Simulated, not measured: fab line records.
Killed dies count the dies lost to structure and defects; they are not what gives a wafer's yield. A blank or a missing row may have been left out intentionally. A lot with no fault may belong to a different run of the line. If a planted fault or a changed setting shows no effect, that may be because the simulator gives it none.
Matching of chambers / flow nand harc / rie diel-04 running NHARC_A_STAIRCASE_DESCUM_291: 4 sister chambers
The step chemistry O2, time 3 s. 14 wafers are shown with their chamber, then 7 later ones without.

## EACH WAFER AND ITS CHAMBER
wafer=L076.1; chamber=0; drypump motor current A (A)=5.9; showerhead plenum p Torr (Torr)=1.96; oes product au (a.u.)=0.999
wafer=L076.3; chamber=3; drypump motor current A (A)=6.1; showerhead plenum p Torr (Torr)=2.01; oes product au (a.u.)=0.992
wafer=L076.4; chamber=1; drypump motor current A (A)=6.2; showerhead plenum p Torr (Torr)=1.77; oes product au (a.u.)=1.000
wafer=L082.1; chamber=3; drypump motor current A (A)=6.0; showerhead plenum p Torr (Torr)=2.01; oes product au (a.u.)=0.987
wafer=L082.4; chamber=0; drypump motor current A (A)=5.9; showerhead plenum p Torr (Torr)=1.95; oes product au (a.u.)=1.007
wafer=L082.5; chamber=1; drypump motor current A (A)=6.2; showerhead plenum p Torr (Torr)=2.07; oes product au (a.u.)=0.999
wafer=L087.1; chamber=1; drypump motor current A (A)=6.2; showerhead plenum p Torr (Torr)=2.07; oes product au (a.u.)=0.994
wafer=L087.5; chamber=1; drypump motor current A (A)=6.1; showerhead plenum p Torr (Torr)=2.07; oes product au (a.u.)=1.005
wafer=L087.6; chamber=2; drypump motor current A (A)=5.6; showerhead plenum p Torr (Torr)=1.77; oes product au (a.u.)=1.007
wafer=L091.3; chamber=0; drypump motor current A (A)=5.9; showerhead plenum p Torr (Torr)=1.95; oes product au (a.u.)=1.025
wafer=L091.4; chamber=1; drypump motor current A (A)=6.2; showerhead plenum p Torr (Torr)=2.07; oes product au (a.u.)=0.999
wafer=L091.6; chamber=0; drypump motor current A (A)=5.9; showerhead plenum p Torr (Torr)=1.95; oes product au (a.u.)=1.015
wafer=L093.1; chamber=3; drypump motor current A (A)=6.1; showerhead plenum p Torr (Torr)=2.00; oes product au (a.u.)=0.996
wafer=L093.3; chamber=1; drypump motor current A (A)=6.2; showerhead plenum p Torr (Torr)=2.07; oes product au (a.u.)=1.004

SIGNATURES (averages over the wafers above)
reading=drypump motor current A; chamber 0=5.900; chamber 1=6.183; chamber 2=5.600; chamber 3=6.067; scatter within a chamber=0.0387
reading=showerhead plenum p Torr; chamber 0=1.9525; chamber 1=2.0200; chamber 2=1.7700; chamber 3=2.0067; scatter within a chamber=0.0867
reading=oes product au; chamber 0=1.01150; chamber 1=1.00017; chamber 2=1.00700; chamber 3=0.99167; scatter within a chamber=0.007
Rule: for each reading, subtract the chamber's mean from the wafer's reading, divide by that reading's scatter and square the result; add these up over the readings and take the root, which gives the wafer's distance from the chamber. The wafer belongs to the nearest chamber; if the next one is less than 2 further off, it can't be placed. The scatter: take each reading less its chamber's mean, square it, sum over the shown wafers, divide by the number of wafers less the number of chambers, and take the root.

## WAFERS WITHOUT THEIR CHAMBER
wafer=L093.6; drypump motor current A (A)=6.0; showerhead plenum p Torr (Torr)=2.00; oes product au (a.u.)=1.003
wafer=L090.1; drypump motor current A (A)=6.0; showerhead plenum p Torr (Torr)=1.95; oes product au (a.u.)=1.015
wafer=L090.3; drypump motor current A (A)=6.0; showerhead plenum p Torr (Torr)=2.00; oes product au (a.u.)=1.002
wafer=L090.6; drypump motor current A (A)=6.1; showerhead plenum p Torr (Torr)=2.07; oes product au (a.u.)=1.006
wafer=L094.1; drypump motor current A (A)=6.0; showerhead plenum p Torr (Torr)=1.95; oes product au (a.u.)=1.000
wafer=L094.3; drypump motor current A (A)=5.6; showerhead plenum p Torr (Torr)=1.77; oes product au (a.u.)=0.995
wafer=L094.4; drypump motor current A (A)=6.2; showerhead plenum p Torr (Torr)=2.06; oes product au (a.u.)=0.989

## EACH ONE'S CHAMBER
wafer=L093.6; from the rows above=can't be placed: 3 or 0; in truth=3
wafer=L090.1; from the rows above=can't be placed: 0 or 3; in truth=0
wafer=L090.3; from the rows above=can't be placed: 3 or 0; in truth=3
wafer=L090.6; from the rows above=can't be placed: 3 or 1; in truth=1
wafer=L094.1; from the rows above=can't be placed: 3 or 0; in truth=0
wafer=L094.3; from the rows above=2; in truth=2
wafer=L094.4; from the rows above=can't be placed: 1 or 3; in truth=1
Correctly placed: 1 of 7. Can't be placed from these rows: 6 (the true chamber is among the candidates in 6). Wrongly placed: 0.
